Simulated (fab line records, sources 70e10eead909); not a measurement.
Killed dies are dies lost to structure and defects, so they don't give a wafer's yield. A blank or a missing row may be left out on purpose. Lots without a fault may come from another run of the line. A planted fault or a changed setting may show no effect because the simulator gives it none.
Which tool did it? | flow nand_harc | 12 lots, 36 wafers sampled, at 4 steps of a route of 1302

WHAT THE GAUGES READ, wafer by wafer
NHARC_P_GATE_INSPECT_68.
lot  | measured     | on                | raw_defect_count
L075 | day 6 06:42  | defect_inspect-01 | 192 246 288
L077 | day 7 00:58  | defect_inspect-01 | 172 157 120
L079 | day 8 04:37  | defect_inspect-01 | 159 199 172
L081 | day 9 01:24  | defect_inspect-01 | 130 162 191
L083 | day 9 08:25  | defect_inspect-01 | 212 168 215
L085 | day 10 07:53 | defect_inspect-02 | 126 252 129
L089 | day 11 21:37 | defect_inspect-02 | 164 96 113
L088 | day 11 23:02 | defect_inspect-02 | 221 75 193
L091 | day 12 19:48 | defect_inspect-01 | 173 227 181
L093 | day 13 17:11 | defect_inspect-02 | 195 128 206
L095 | day 14 11:58 | defect_inspect-02 | 152 113 201
L097 | day 15 10:20 | defect_inspect-01 | 153 114 227

WHICH TOOL RAN EACH LOT (tool, then ch and the chambers of the sampled wafers, then the start)
lot  | NHARC_P_GATE_DESCUM_13             | NHARC_P_GATE_STRIP_108             | NHARC_P_GATE_STRIP_113
L075 | rie_diel-09 ch 0,2,3, day 4 21:44  | rie_diel-07 ch 0,1,3, day 5 13:09  | plasma_asher-01 ch 0,1, day 6 04:09
L077 | rie_diel-09 ch 1,2,3, day 5 13:34  | rie_diel-09 ch 0,3, day 6 07:28    | plasma_asher-02 ch 1, day 6 22:32
L079 | rie_diel-09 ch 1,2, day 6 18:11    | rie_diel-13 ch 0,1,2, day 7 10:37  | plasma_asher-02 ch 0,1, day 8 02:11
L081 | rie_diel-13 ch 1,2,3, day 7 16:11  | rie_diel-09 ch 0,1,2, day 8 07:44  | plasma_asher-01 ch 0,1, day 8 22:51
L083 | rie_diel-09 ch 0,1,3, day 8 00:23  | rie_diel-09 ch 0,1,3, day 8 14:49  | plasma_asher-02 ch 0,1, day 9 05:52
L085 | rie_diel-13 ch 0,1, day 8 22:11    | rie_diel-13 ch 0,1,3, day 9 14:04  | plasma_asher-02 ch 0,1, day 10 05:20
L089 | rie_diel-07 ch 0,3, day 10 12:17   | rie_diel-07 ch 0,1, day 11 03:31   | plasma_asher-01 ch 0,1, day 11 19:12
L088 | rie_diel-13 ch 0,1,2, day 10 12:21 | rie_diel-13 ch 0,3, day 11 03:11   | plasma_asher-02 ch 0,1, day 11 20:28
L091 | rie_diel-13 ch 0,1,3, day 11 09:46 | rie_diel-09 ch 0,1, day 12 02:04   | plasma_asher-01 ch 0,1, day 12 17:23
L093 | rie_diel-13 ch 0,1,2, day 12 06:00 | rie_diel-09 ch 0,1,3, day 12 23:52 | plasma_asher-01 ch 0,1, day 13 14:39
L095 | rie_diel-13 ch 1,2, day 13 03:22   | rie_diel-07 ch 2,3, day 13 18:08   | plasma_asher-01 ch 0,1, day 14 09:21
L097 | rie_diel-09 ch 0,1,2, day 14 01:37 | rie_diel-13 ch 1,2,3, day 14 16:45 | plasma_asher-02 ch 0,1, day 15 08:04
- NHARC_P_GATE_DESCUM_13: chemistry O2, time 3 s.
- NHARC_P_GATE_STRIP_108: strips in O2.
- NHARC_P_GATE_STRIP_113: strips in N2/H2, time 740 s.

THE ANSWER, worked out from the rows above alone
Rule: what is usual is taken from the lots themselves. Put in order of their means at a reading, lots are off if they are a third of the lots or fewer, leave a main group of 4 or more, and stand apart from it by a gap of 3 or more times the standard deviation of the main group's means; of several such gaps the widest counts. A main group whose means are all the same, to the digits that the tables above print for the reading, isn't used. A lot without any number at a reading at which 4 lots or more have one is off too. The other lots that the step has rows for count as sound.
No lot is off at any reading shown: from this, nothing can be told.

WHAT THE SIMULATOR HAD PUT IN
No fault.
